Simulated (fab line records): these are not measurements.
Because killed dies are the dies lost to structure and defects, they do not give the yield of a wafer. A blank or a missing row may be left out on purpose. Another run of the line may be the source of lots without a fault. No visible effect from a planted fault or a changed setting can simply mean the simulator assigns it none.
Matching of chambers -- flow nandHarc -- rieDiel-12 running NHARC_A_CHANNEL_HOLE_D2_ETCH_38: 4 sister chambers
The step etches the open film in CF4, target depth 39 nm, time 65 s. 16 wafers are shown with their chamber, then 8 later ones without.

EACH WAFER AND ITS CHAMBER
wafer,chamber,showerheadPlenumPTorr (Torr),drypumpMotorCurrentA (A),oesProductAu (a.u.)
L074.1,2,1.75,5.6,1.006
L074.2,1,1.72,5.8,1.027
L074.5,3,1.82,5.0,0.980
L076.1,3,1.82,5.1,0.969
L076.3,2,1.75,5.5,0.990
L076.6,2,1.75,5.6,0.995
L081.2,0,1.73,5.9,0.988
L081.4,2,1.75,5.6,0.986
L081.5,1,1.72,5.8,1.029
L082.2,2,1.75,5.6,0.987
L082.4,0,1.73,5.9,0.982
L082.6,2,1.75,5.6,0.986
L087.1,0,1.72,5.9,1.002
L087.2,1,1.72,5.8,1.018
L087.6,3,1.82,5.1,0.985
L092.1,3,1.82,5.1,0.973

SIGNATURES, as means of the wafers listed above
reading,chamber 0,chamber 1,chamber 2,chamber 3,scatter within a chamber
showerheadPlenumPTorr,1.7267,1.7200,1.7500,1.8200,0.00236
drypumpMotorCurrentA,5.900,5.800,5.583,5.075,0.0363
oesProductAu,0.99067,1.02467,0.99167,0.97675,0.00784
Rule: a wafer lies at a distance from a chamber equal to the root of the sum of squares, over the readings, of (its reading less the chamber's mean, divided by the reading's scatter). If the next closest chamber is less than 2 further off than the closest, the wafer can't be placed; otherwise it belongs to the closest. The scatter: take each reading less its chamber's mean, square it, sum over the shown wafers, divide by the number of wafers less the number of chambers, and take the root.

WAFERS WITH NO CHAMBER GIVEN
wafer,showerheadPlenumPTorr (Torr),drypumpMotorCurrentA (A),oesProductAu (a.u.)
L092.3,1.75,5.6,0.974
L092.5,1.82,5.1,0.981
L095.1,1.82,5.1,0.978
L095.4,1.75,5.6,0.972
L095.5,1.72,5.9,1.001
L097.1,1.72,5.9,1.002
L097.3,1.82,5.0,0.969
L097.4,1.75,5.6,0.984

WHICH CHAMBER EACH ONE RAN IN
wafer,from the rows above,in truth
L092.3,2,2
L092.5,3,3
L095.1,3,3
L095.4,2,2
L095.5,can't be placed: 0 or 1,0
L097.1,can't be placed: 0 or 1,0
L097.3,3,3
L097.4,2,2
6 of 8 placed correctly. Unplaceable from these rows: 2, with the true chamber sitting among the candidates in 2. Placed wrongly: 0.
